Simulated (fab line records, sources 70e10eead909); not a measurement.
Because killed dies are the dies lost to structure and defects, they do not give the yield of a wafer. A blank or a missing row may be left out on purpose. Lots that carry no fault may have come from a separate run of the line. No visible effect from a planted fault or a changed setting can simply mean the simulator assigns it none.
fab line records	flow nandHarc
[record] lots = 7	wafers = 21	lastDay = 33
route steps=1302 shown THIN_TSV@1244 END@1302
lots that met no fault: taken from a fault-free run of the same line
startH: the number of hours between the record's first day and the start of the first shown wafer of the lot	waitH: how many hours have passed since the lot's step before this one	" same as the row above	L1.1+2: a single row standing in for several wafers	- value missing, or start not given	* or withheld: withheld	< > ~ a bound
route shown NAME@n: names a module that has steps shown in the file, with the first one's number in the route	usual: mean and standard deviation over wafers with no fault	same: alike in all rows	chamber/n: place in a boat	sites: per-site readings	_std_site: standard deviation across them	_edge_site: mean of outer sites minus mean of inner sites	radiusMm: how far each site lies from the wafer's centre	mask NAME#n: copy n	behind: the tool/chamber that last shaped the wafer	hold: cause of the lot's hold/its duration in hours/its outcome	device: transistor that didn't switch, given as n, p or np	end of line: the tests these same wafers got at the end of their route	a step with no rows: only its recipe	killed: dies lost to structure and defects at the first sort, not the wafer's yield	map: the dies of a wafer, with x for killed, . for not killed, _ for no die there
set.NAME: the run value of the setting; set.NAME@STEP: its run value at that earlier step	model.NAME: the simulator's own value behind a step, which no gauge read
a table for each step, a row for each wafer; lots at some steps of the route
services: a tool's chamber out of use, with start hour (startH, from the record's first day; less than 0 if before it), hours out, and reason
[[steps]]
[step NHARC_THIN_TSV_GRIND_00]
[recipe] targetThkUm = 6
[usual] motorCurrentA = 12.002/0.022
lot.wafer	tool	chamber	startH	waitH	motorCurrentA
L776.1	grinder-01	0	559.54	0.1	12.013
L776.2	"	0	"	"	12.009
L776.4	"	0	"	"	12.023
L783.1	grinder-01	0	621.40	0.2	11.988
L783.3	"	0	"	"	11.985
L783.4	"	0	"	"	11.965
L788.1	grinder-01	0	683.89	0.1	11.986
L788.5	"	0	"	"	11.979
L788.6	"	0	"	"	11.973
L791.2	grinder-01	0	701.85	0.3	11.999
L791.3	"	0	"	"	11.960
L791.5	"	0	"	"	12.026
L793.1	grinder-01	0	729.01	0.1	12.000
L793.2	"	0	"	"	12.003
L793.6	"	0	"	"	11.977
L798.1	grinder-01	0	781.36	0.1	11.951
L798.2	"	0	"	"	11.996
L798.4	"	0	"	"	12.007
L797.1	grinder-01	0	782.55	1.3	11.974
L797.4	"	0	"	"	12.014
L797.5	"	0	"	"	11.994
[step NHARC_THIN_TSV_CMP_01]
[recipe] targetThkUm = 3
[step NHARC_THIN_TSV_THK_MEAS_02]
[recipe] thkMeasGauge = ir
[usual] thkNm = 2961/200
lot.wafer	tool	chamber	startH	waitH	thkNm
L776.1	filmMetro-01	-	561.03	-	3255
L776.2	"	-	"	"	2938
L776.4	"	-	"	"	2930
L783.1	filmMetro-02	-	622.90	0.2	2730
L783.3	"	-	"	"	2853
L783.4	"	-	"	"	2860
L788.1	filmMetro-02	-	685.40	0.2	2763
L788.5	"	-	"	"	2508
L788.6	"	-	"	"	2520
L791.2	filmMetro-02	-	703.15	0.2	2855
L791.3	"	-	"	"	2953
L791.5	"	-	"	"	3227
L793.1	filmMetro-01	-	730.51	-	2705
L793.2	"	-	"	"	2801
L793.6	"	-	"	"	2927
L798.1	filmMetro-01	-	782.84	-	3121
L798.2	"	-	"	"	3138
L798.4	"	-	"	"	3132
L797.1	filmMetro-01	-	784.06	-	2995
L797.4	"	-	"	"	2735
L797.5	"	-	"	"	2878
[step NHARC_THIN_TSV_SRD_03]
[step NHARC_THIN_TSV_PRECLEAN_41]
[recipe] timeS = *	tempC = 50	bathAgeMin = 0	chemistry = SC1
[step NHARC_THIN_TSV_SRD_42]
[step NHARC_THIN_TSV_DEP_43]
[recipe] targetThkA = 13285	tempC = withheld	pressureTorr = 6.5	rfW = 900	teosFlowSccm = 161.4	flowSccm = 2650	targetThkNm = 1328.5	gas = O2	material = SiO2
[usual] throttleValvePct = 15.8/0.58
lot.wafer	tool	chamber	startH	waitH	throttleValvePct
L776.2	pecvd-03	0	561.25	-	15.9
L776.1	"	2	"	"	15.7
L776.4	"	2	"	"	15.8
L783.1	pecvd-04	0	623.13	-	16.8
L783.3	"	1	"	"	17.0
L783.4	"	0	"	"	17.0
L788.1	pecvd-03	2	685.62	-	15.4
L788.6	"	0	"	"	16.2
L788.5	"	1	"	"	15.7
L791.2	pecvd-04	1	703.37	-	16.9
L791.3	"	2	"	"	14.8
L791.5	"	0	"	"	16.1
L793.1	pecvd-04	2	730.78	-	15.2
L793.2	"	0	"	"	16.2
L793.6	"	1	"	"	16.4
L798.2	pecvd-03	1	783.11	-	15.0
L798.1	"	2	"	"	16.1
L798.4	"	2	"	"	16.2
L797.1	pecvd-01	2	784.33	-	15.3
L797.4	"	0	"	"	16.5
L797.5	"	1	"	"	15.7
[step NHARC_THIN_TSV_DEHYDRATE_04]
[recipe] tempC = 150	timeS = 120
[step NHARC_THIN_TSV_HMDS_05]
[recipe] timeS = 30
[step NHARC_THIN_TSV_COAT_06]
[recipe] spinRpm = *
[step NHARC_THIN_TSV_SOFTBAKE_07]
[recipe] tempC = 122	timeS = 95
[step NHARC_THIN_TSV_EBR_08]
[step NHARC_THIN_TSV_EXPOSE_09]
[recipe] na = 0.55	doseMj = 30.7	maskId = TSV
[usual] exposureDoseMJCm2 = 30.68/0.04
lot.wafer	tool	chamber	startH	waitH	mask	exposureDoseMJCm2
L776.1	krfScanner-03	0	561.93	-	TSV#0	30.71
L776.2	"	0	"	"	TSV#0	30.73
L776.4	"	0	"	"	TSV#0	30.70
L783.1	krfScanner-04	0	623.70	-	TSV#0	30.60
L783.3	"	0	"	"	TSV#0	30.61
L783.4	"	0	"	"	TSV#0	30.62
L788.1	krfScanner-03	0	686.30	-	TSV#0	47.62
L788.5	"	0	"	"	TSV#0	47.63
L788.6	"	0	"	"	TSV#0	47.63
L791.2	krfScanner-03	0	704.05	-	TSV#0	44.59
L791.3	"	0	"	"	TSV#0	44.58
L791.5	"	0	"	"	TSV#0	44.53
L793.1	krfScanner-03	0	731.41	-	TSV#0	44.55
L793.2	"	0	"	"	TSV#0	44.54
L793.6	"	0	"	"	TSV#0	44.55
L798.1	krfScanner-04	0	783.79	-	TSV#0	30.67
L798.2	"	0	"	"	TSV#0	30.64
L798.4	"	0	"	"	TSV#0	30.64
L797.1	krfScanner-04	0	784.89	-	TSV#0	30.62
L797.4	"	0	"	"	TSV#0	30.65
L797.5	"	0	"	"	TSV#0	30.65
[step NHARC_THIN_TSV_PEB_10]
[recipe] pebTempC = 118	pebTimeS = 85
[step NHARC_THIN_TSV_DEVELOP_11]
[recipe] timeS = 70
[step NHARC_THIN_TSV_CD_MEAS_12]
[recipe] targetCdNm = 1000	landingEnergyEv = 500
[usual] cdNm = 998.9/1.7
[same] landingEnergyEv = 500
lot.wafer	tool	chamber	startH	waitH	cdNm
L776.1	cdSem-01	0	562.09	-	1001.6
L776.2	"	0	"	"	998.9
L776.4	"	0	"	"	999.9
L783.1	cdSem-01	0	623.86	-	996.6
L783.3	"	0	"	"	998.2
L783.4	"	0	"	"	998.8
L788.1	cdSem-01	0	686.45	-	1013.1
L788.5	"	0	"	"	1013.6
L788.6	"	0	"	"	1014.2
L791.2	cdSem-02	0	704.20	-	1011.3
L791.3	"	0	"	"	1011.2
L791.5	"	0	"	"	1010.4
L793.1	cdSem-03	0	731.57	-	1008.3
L793.2	"	0	"	"	1010.4
L793.6	"	0	"	"	1009.4
L798.1	cdSem-02	0	783.95	-	996.1
L798.2	"	0	"	"	996.3
L798.4	"	0	"	"	997.2
L797.1	cdSem-01	0	785.04	-	998.7
L797.4	"	0	"	"	999.9
L797.5	"	0	"	"	999.6
[step NHARC_THIN_TSV_HARDBAKE_13]
[recipe] tempC = 125	timeS = 80
[step NHARC_THIN_TSV_DESCUM_14]
[recipe] timeS = 3	o2FlowSccm = 200	arFlowSccm = 0	biasPowerW = 0	chemistry = O2
[step NHARC_THIN_TSV_ETCH_44]
[recipe] targetDepthA = 15942	timeS = 797.1	cf4FlowSccm = 150	o2FlowSccm = 10	arFlowSccm = 0	rfW = 300	biasW = 800	chemistry = CF4/O2
[usual] cf4FlowSccm = 150.0/0.41	drypumpMotorCurrentA = 5.6/0.44	mfcArSccm = 0.009/0.01	oesProductAu = 1.002/0.0081	rfVppV = 794/5.7	showerheadPlenumPTorr = 1.83/0.09	throttleValvePct = 16.914/0.0088
lot.wafer	tool	chamber	startH	waitH	cf4FlowSccm	drypumpMotorCurrentA	mfcArSccm	oesProductAu	rfHoursCounterH	rfVppV	showerheadPlenumPTorr	throttleValvePct
L776.2	rieDiel-08	2	562.35	0.1	150.2	6.0	0	0.997	0.4	787	1.73	16.914
L776.1	"	3	"	"	150.0	5.3	0	0.989	0.3	786	1.74	16.914
L776.4	"	0	"	"	149.5	5.8	0	1.007	-	792	1.78	16.910
L783.1	rieDiel-01	2	624.15	0.1	150.5	6.2	0.023	1.002	2.0	789	1.75	16.917
L783.3	"	2	"	"	150.5	6.2	0.023	1.006	-	790	1.75	16.912
L783.4	"	3	"	"	151.1	5.1	0.007	1.012	-	799	1.90	16.910
L788.1	rieDiel-01	0	686.79	0.2	149.5	4.9	0.002	1.004	4.6	801	1.95	16.910
L788.6	"	3	"	"	149.9	5.1	0.007	0.997	-	798	1.90	16.911
L788.5	"	2	"	"	149.7	6.2	0.023	1.006	-	789	1.75	16.907
L791.2	rieDiel-01	1	704.56	0.2	149.3	5.2	0.018	1.016	6.9	796	1.90	16.912
L791.3	"	2	"	"	149.7	6.2	0.023	1.010	6.4	789	1.75	16.909
L791.5	"	3	"	"	150.0	5.2	0.007	1.007	-	799	1.90	16.908
L793.1	rieDiel-01	3	731.87	0.1	150.1	5.2	0.007	1.005	9.4	799	1.90	16.910
L793.2	"	1	"	"	150.3	5.2	0.018	1.019	8.4	799	1.90	16.911
L793.6	"	2	"	"	150.1	6.2	0.023	1.002	-	789	1.75	16.908
L798.4	rieDiel-05	2	784.20	0.1	150.4	5.8	0.034	0.999	0.6	799	1.93	16.910
L798.2	"	3	"	"	149.8	6.0	0	0.997	1.1	786	1.71	16.892
L798.1	"	0	"	"	150.0	5.1	0.004	0.983	1.1	801	1.93	16.927
L797.4	rieDiel-08	2	785.34	0.1	150.6	6.1	0	1.004	4.0	788	1.73	16.906
L797.1	"	0	"	"	150.2	5.9	0	1.000	5.3	791	1.78	16.896
L797.5	"	1	"	"	150.3	5.8	0.018	1.005	-	800	1.93	16.915
[step NHARC_THIN_TSV_ETCH_15]
[recipe] targetDepthA = 30000	boschTargetOveretchCycles = 2	boschEtchStepS = 2.8	boschDepStepS = 1.2	boschCycles = 14
[step NHARC_THIN_TSV_CD_MEAS_16]
[usual] cdNm = 998.7/1.7
lot.wafer	tool	chamber	startH	waitH	cdNm
L776.1	cdSem-01	-	563.20	0.1	1001.2
L776.2	"	-	"	"	998.2
L776.4	"	-	"	"	999.1
L783.1	cdSem-02	-	625.21	0.1	996.7
L783.3	"	-	"	"	997.9
L783.4	"	-	"	"	998.6
L788.1	cdSem-03	-	687.54	0.1	1012.9
L788.5	"	-	"	"	1013.3
L788.6	"	-	"	"	1013.6
L791.2	cdSem-03	-	705.17	0.1	1010.9
L791.3	"	-	"	"	1010.8
L791.5	"	-	"	"	1010.3
L793.1	cdSem-02	-	732.53	0.1	1008.1
L793.2	"	-	"	"	1010.0
L793.6	"	-	"	"	1008.7
L798.1	cdSem-01	-	784.91	0.1	997.0
L798.2	"	-	"	"	996.1
L798.4	"	-	"	"	996.6
L797.1	cdSem-01	-	786.00	0.1	998.0
L797.4	"	-	"	"	1000.3
L797.5	"	-	"	"	999.2
[step NHARC_THIN_TSV_STRIP_45]
[recipe] powerW = 1500	tempC = 250	chemistry = O2
[usual] drypumpMotorCurrentA = 6.08/0.17	heaterPowerW = 300/24	rfReflPowerW = 14/5.5
lot.wafer	tool	chamber	startH	waitH	drypumpMotorCurrentA	heaterPowerW	rfHoursCounterH	rfReflPowerW
L776.1	plasmaAsher-01	0	563.27	0.1	6.04	316	7	10
L776.2	"	1	"	"	6.15	283	7	12
L776.4	"	0	"	"	6.04	321	-	10
L783.1	plasmaAsher-01	0	625.34	0.1	6.02	322	21	10
L783.3	"	1	"	"	6.15	286	-	12
L783.4	"	0	"	"	6.03	326	-	10
L788.1	plasmaAsher-01	1	687.66	0.1	6.15	286	32	-
L788.6	"	0	"	"	6.02	329	-	-
L788.5	"	1	"	"	6.15	279	-	-
L791.2	plasmaAsher-01	1	705.28	0.1	6.17	277	0	12
L791.3	"	0	"	"	6.04	340	-	9
L791.5	"	0	"	"	6.04	338	-	9
L793.1	plasmaAsher-01	1	732.60	0.1	6.19	291	5	-
L793.2	"	0	"	"	6.04	334	5	-
L793.6	"	0	"	"	6.03	342	-	-
L798.2	plasmaAsher-01	0	784.99	0.1	6.02	335	17	-
L798.1	"	1	"	"	6.15	284	17	-
L798.4	"	1	"	"	6.17	279	-	-
L797.1	plasmaAsher-01	0	786.16	0.2	6.04	341	18	9
L797.4	"	1	"	"	6.15	283	-	12
L797.5	"	0	"	"	6.05	347	-	10
[step NHARC_THIN_TSV_STRIP_46]
[recipe] timeS = 1200	tempC = 72.5	chemistry = postEtchResidueRemover
[step NHARC_THIN_TSV_DEP_47]
[recipe] targetThkA = 2000	tempC = withheld	pressureTorr = 6.5	rfW = 900	teosFlowSccm = 161.4	flowSccm = 2650	targetThkNm = 200	gas = O2	material = SiO2
[step NHARC_THIN_TSV_ETCHBACK_48]
[recipe] targetDepthA = 10285	overEtchFrac = 0.3	timeS = 405.17	ionEnergyEv = 250	c4f8FlowSccm = withheld	arFlowSccm = withheld	rfW = 600	biasW = 300	chemistry = C4F8/Ar
[step NHARC_THIN_TSV_STRIP_62]
[recipe] powerW = 1500	tempC = 250	timeS = 20	chemistry = N2/H2
[step NHARC_THIN_TSV_DEGAS_49]
[recipe] tempC = 300	timeS = 120
[step NHARC_THIN_TSV_PRE_CLEAN_50]
[recipe] timeS = 30	tempC = 280	gas = H2/He
[step NHARC_THIN_TSV_PVD_19]
[recipe] targetThkA = 200	chamberPressurePa = 5	material = TaN
[step NHARC_THIN_TSV_PVD_51]
[recipe] targetThkA = 1000	chamberPressurePa = 5	material = Cu
[usual] throttleValvePct = 29.8/0.73
lot.wafer	tool	chamber	startH	waitH	throttleValvePct
L776.2	pvdSputter-02	-	-	-	30.3
L776.4	"	-	"	"	30.3
L776.1	"	-	"	"	30.2
L783.3	pvdSputter-03	-	-	-	29.2
L783.1	"	-	"	"	29.5
L783.4	"	-	"	"	29.3
L788.1	pvdSputter-02	-	-	-	30.5
L788.6	"	-	"	"	30.3
L788.5	"	-	"	"	30.5
L791.3	pvdSputter-01	-	-	-	29.7
L791.2	"	-	"	"	30.2
L791.5	"	-	"	"	29.3
L793.1	pvdSputter-02	-	-	-	29.9
L793.2	"	-	"	"	30.4
L793.6	"	-	"	"	29.9
L798.2	pvdSputter-02	-	-	-	30.0
L798.1	"	-	"	"	30.4
L798.4	"	-	"	"	30.3
L797.4	pvdSputter-01	-	-	-	30.8
L797.1	"	-	"	"	28.2
L797.5	"	-	"	"	28.1
[step NHARC_THIN_TSV_ECD_20]
[recipe] targetThkA = 20000	material = Cu
[step NHARC_THIN_TSV_ANNEAL_52]
[recipe] tempC = 225	timeS = 90
[step NHARC_THIN_TSV_CMP_21]
[recipe] tOverpolishS = 30	targetThkNm = 2000
[step NHARC_THIN_TSV_SRD_23]
[step NHARC_THIN_TSV_DEGAS_53]
[recipe] tempC = 300	timeS = 60
[step NHARC_THIN_TSV_PRE_CLEAN_54]
[recipe] timeS = 30	tempC = 280	gas = H2/He
[step NHARC_THIN_TSV_PVD_55]
[recipe] targetThkA = 500	material = TiN
[step NHARC_THIN_TSV_PVD_24]
[recipe] targetThkA = 8000	powerW = withheld	chamberPressurePa = withheld	substrateTempC = withheld	timeS = withheld	gas = Ar	material = Al
[step NHARC_THIN_TSV_DEHYDRATE_25]
[recipe] tempC = 150	timeS = 120
[step NHARC_THIN_TSV_HMDS_26]
[recipe] timeS = 30
[step NHARC_THIN_TSV_COAT_27]
[recipe] spinRpm = *
[step NHARC_THIN_TSV_CD_MEAS_37]
[usual] cdNm = 4997.9/2.3
lot.wafer	tool	chamber	startH	waitH	cdNm
L776.1	cdSem-01	-	569.64	-	5001.0
L776.2	"	-	"	"	4999.6
L776.4	"	-	"	"	4996.9
L783.1	cdSem-02	-	631.46	-	4994.3
L783.3	"	-	"	"	4997.0
L783.4	"	-	"	"	4997.5
L788.1	cdSem-03	-	693.98	-	5011.2
L788.5	"	-	"	"	5010.9
L788.6	"	-	"	"	5014.0
L791.2	cdSem-03	-	711.58	-	5009.7
L791.3	"	-	"	"	5009.7
L791.5	"	-	"	"	5009.7
L793.1	cdSem-01	-	739.77	-	5007.0
L793.2	"	-	"	"	5009.0
L793.6	"	-	"	"	5006.9
L798.1	cdSem-03	-	791.51	-	4998.0
L798.2	"	-	"	"	4996.4
L798.4	"	-	"	"	4996.2
L797.1	cdSem-01	-	792.47	-	4997.3
L797.4	"	-	"	"	5000.2
L797.5	"	-	"	"	4997.0
[step NHARC_END_SORT_01]
[recipe] tempC = 25
[usual] defectLimitedYield = 92/3	killedAtArray = 52/20	killedAtOther = 1.0/1.3	killedAtPeriphery = 3.7/2.2	killedDies = 57/20	killedOpen = 3.2/1.6	killedShort = 2.4/1.6	sort_bin_2_pct = 2.9/1.4	sort_bin_3_pct = 0.6/0.41	sort_bin_4_pct = 4.8/1.5	sortNPass = 620/20	sortRimYieldPct = 93/3.5	sortYieldPct = 92/3
[same] grossDies = 677	sort_bin_5_pct[%] = 0	sort_bin_6_pct[%] = 0	sort_bin_7_pct[%] = 0	sort_bin_8_pct[%] = 0	sortRimNGross = 106.00
lot.wafer	tool	chamber	startH	waitH	defectLimitedYield[%]	killedAtArray	killedAtOther	killedAtPeriphery	killedDies	killedOpen	killedShort	sort_bin_2_pct[%]	sort_bin_3_pct[%]	sort_bin_4_pct[%]	sortNPass	sortRimYieldPct[%]	sortYieldPct[%]
L783.1	prober-01	0	640.41	2.5	91	53	0	6	59	2	1	2.7	0.4	5.6	618	90	91
L783.3	prober-01	0	642.01	3.1	91	51	4	3	58	2	1	3.1	0.3	5.2	619	93	91
L783.4	prober-01	0	642.80	3.4	91	52	2	4	58	4	3	2.2	0.7	5.6	619	90	91
L788.1	prober-01	0	701.70	2.5	95	32	0	3	35	3	1	2.1	0.7	2.4	642	91	95
L788.5	prober-01	0	704.89	3.7	93	42	0	3	45	8	0	2.1	0.6	4.0	632	90	93
L788.6	prober-01	0	705.68	4.0	93	41	0	4	45	4	3	2.4	0.4	3.8	632	93	93
L793.1	prober-02	0	747.33	2.4	93	43	2	3	48	3	4	2.1	0.6	4.4	629	96	93
L793.2	prober-02	0	748.12	2.7	92	51	3	2	56	2	3	3.0	0.3	5.0	621	96	92
L793.6	prober-02	0	751.26	3.9	93	44	0	1	45	4	3	2.8	0.4	3.4	632	99	93
// killed by level:class
L783.1 A_CHANNEL_HOLE_D1:chamberFilmFlake=30 A_CHANNEL_HOLE_D2:chamberFilmFlake=13 A_STAIRCASE:chamberFilmFlake=3 P_GATE:chamberFilmFlake=2 P_M1:chamberFilmFlake=2 A_CONTACT:chamberFilmFlake=2 P_CONTACT:geometricParticle:open=1 A_SGD_CUT:geometricParticle:short=1
L783.3 A_CHANNEL_HOLE_D1:chamberFilmFlake=24 A_CHANNEL_HOLE_D2:chamberFilmFlake=14 A_CONTACT:chamberFilmFlake=5 THIN_TSV:chamberFilmFlake=4 A_STAIRCASE:chamberFilmFlake=2 A_SLIT:chamberFilmFlake=2 A_ONON_D1:geometricParticle:open=1 A_M0:geometricParticle:short=1
L783.4 A_CHANNEL_HOLE_D1:chamberFilmFlake=26 A_CHANNEL_HOLE_D2:chamberFilmFlake=12 A_STAIRCASE:chamberFilmFlake=4 A_BLC:chamberFilmFlake=2 THIN_TSV:chamberFilmFlake=2 P_STI:geometricParticle:open=1 P_CONTACT:geometricParticle:open=1 A_ONON_D1:geometricParticle:open=1
L788.1 A_CHANNEL_HOLE_D1:chamberFilmFlake=22 P_M1:chamberFilmFlake=2 A_SLIT:chamberFilmFlake=2 A_CHANNEL_FILL_D1:chamberFilmFlake=2 A_STAIRCASE:chamberFilmFlake=2 P_CONTACT:geometricParticle:open=1 A_ONON_D2:geometricParticle:open=1 A_CHANNEL_FILL_D2:geometricParticle:open=1
L788.5 A_CHANNEL_HOLE_D1:chamberFilmFlake=26 A_DECK1_JOINT:geometricParticle:open=2 A_STAIRCASE:chamberFilmFlake=2 A_SLIT:chamberFilmFlake=2 P_M0:geometricParticle:open=1 A_CHANNEL_HOLE_D1:geometricParticle:open=1 A_STAIRCASE:geometricParticle:open=1 A_SGD_CUT:geometricParticle:open=1
L788.6 A_CHANNEL_HOLE_D1:chamberFilmFlake=26 A_SLIT:chamberFilmFlake=3 A_CONTACT:chamberFilmFlake=3 A_CONTACT:geometricParticle:open=2 P_M1:chamberFilmFlake=2 P_CONTACT:geometricParticle:open=1 A_ONON_D2:geometricParticle:short=1 A_SGD_CUT:geometricParticle:short=1
L793.1 A_CHANNEL_HOLE_D2:chamberFilmFlake=16 A_CHANNEL_HOLE_D1:chamberFilmFlake=7 A_SLIT:chamberFilmFlake=5 A_CONTACT:chamberFilmFlake=4 A_M1:chamberFilmFlake=3 A_ONON_D1:geometricParticle:short=2 THIN_TSV:chamberFilmFlake=2 P_GATE:geometricParticle:short=1
L793.2 A_CHANNEL_HOLE_D2:chamberFilmFlake=24 A_CHANNEL_HOLE_D1:chamberFilmFlake=10 A_SLIT:chamberFilmFlake=6 A_CONTACT:chamberFilmFlake=5 THIN_TSV:chamberFilmFlake=3 A_CHANNEL_FILL_D1:chamberFilmFlake=2 P_GATE:geometricParticle:short=1 A_CHANNEL_HOLE_D1:geometricParticle:short=1
L793.6 A_CHANNEL_HOLE_D2:chamberFilmFlake=18 A_CHANNEL_HOLE_D1:chamberFilmFlake=7 A_CHANNEL_FILL_D1:chamberFilmFlake=4 A_CONTACT:chamberFilmFlake=4 A_ONON_D1:geometricParticle:open=2 A_STAIRCASE:chamberFilmFlake=2 P_M0:geometricParticle:short=1 A_ONON_D1:geometricParticle:short=1
[[services]]
tool	chamber	startH	hours	kind
plasmaAsher-01	-	536.77	1.4	repair
pvdSputter-02	-	540.03	2.4	repair
pecvd-03	-	547.28	13.0	pm
rieDiel-01	-	557.80	9.0	pm
krfScanner-04	-	565.76	0.4	repair
krfScanner-03	-	568.00	4.0	pm
rieDiel-01	2	579.17	3.6	repair
pecvd-04	0	580.22	5.0	repair
grinder-01	-	580.44	13.8	repair
rieDiel-01	2	595.63	17.7	repair
plasmaAsher-01	-	602.91	4.3	repair
krfScanner-03	-	610.55	0.1	repair
rieDiel-01	0	613.70	25.0	repair
rieDiel-01	1	622.77	9.1	repair
pvdSputter-02	-	626.80	3.5	repair
pecvd-04	-	631.72	13.0	pm
pvdSputter-02	-	658.26	10.0	pm
rieDiel-01	1	685.80	3.6	repair
plasmaAsher-01	-	696.17	9.0	pm
rieDiel-01	-	734.80	9.0	pm
grinder-01	-	736.00	8.0	pm
krfScanner-03	-	740.00	4.0	pm
krfScanner-03	-	745.29	0.5	repair
grinder-01	-	749.05	1.5	repair
[[key]]
[firstSign] step = NHARC_THIN_TSV_EXPOSE_09	reading = exposureDoseMJCm2	direction = up	sigmas = 99+	usual = 30.68	struck = 45.58
[effect] step = NHARC_THIN_TSV_CD_MEAS_12	reading = cdNm	direction = up	sigmas = 7.2	usual = 998.9	struck = 1011.3	through = controlLoop
[effect] step = NHARC_THIN_TSV_CD_MEAS_16	reading = cdNm	direction = up	sigmas = 7.4	usual = 998.7	struck = 1010.9	through = controlLoop
[effect] step = NHARC_THIN_TSV_CD_MEAS_37	reading = cdNm	direction = up	sigmas = 5.2	usual = 4997.9	struck = 5009.8	through = controlLoop
metAt NHARC_THIN_TSV_EXPOSE_09
struckWafers L788.1,L788.5,L788.6,L791.2,L791.3,L791.5,L793.1,L793.2,L793.6
[loopTrim] step = NHARC_THIN_TSV_EXPOSE_09	setting = dose	lots = L791,L793
onsetBetween 561.93 686.30
[fault] kind = processParameterDrift	tool = krfScanner-03	chamber = -	onsetH = 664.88	steps = NHARC_THIN_TSV_EXPOSE_09	channel = doseMj	offset = 16.933	shape = step	actsIn = theseRecipesOnly	stated = 30.7
// loopTrim: a control loop set the setting to another value than it would have without faults
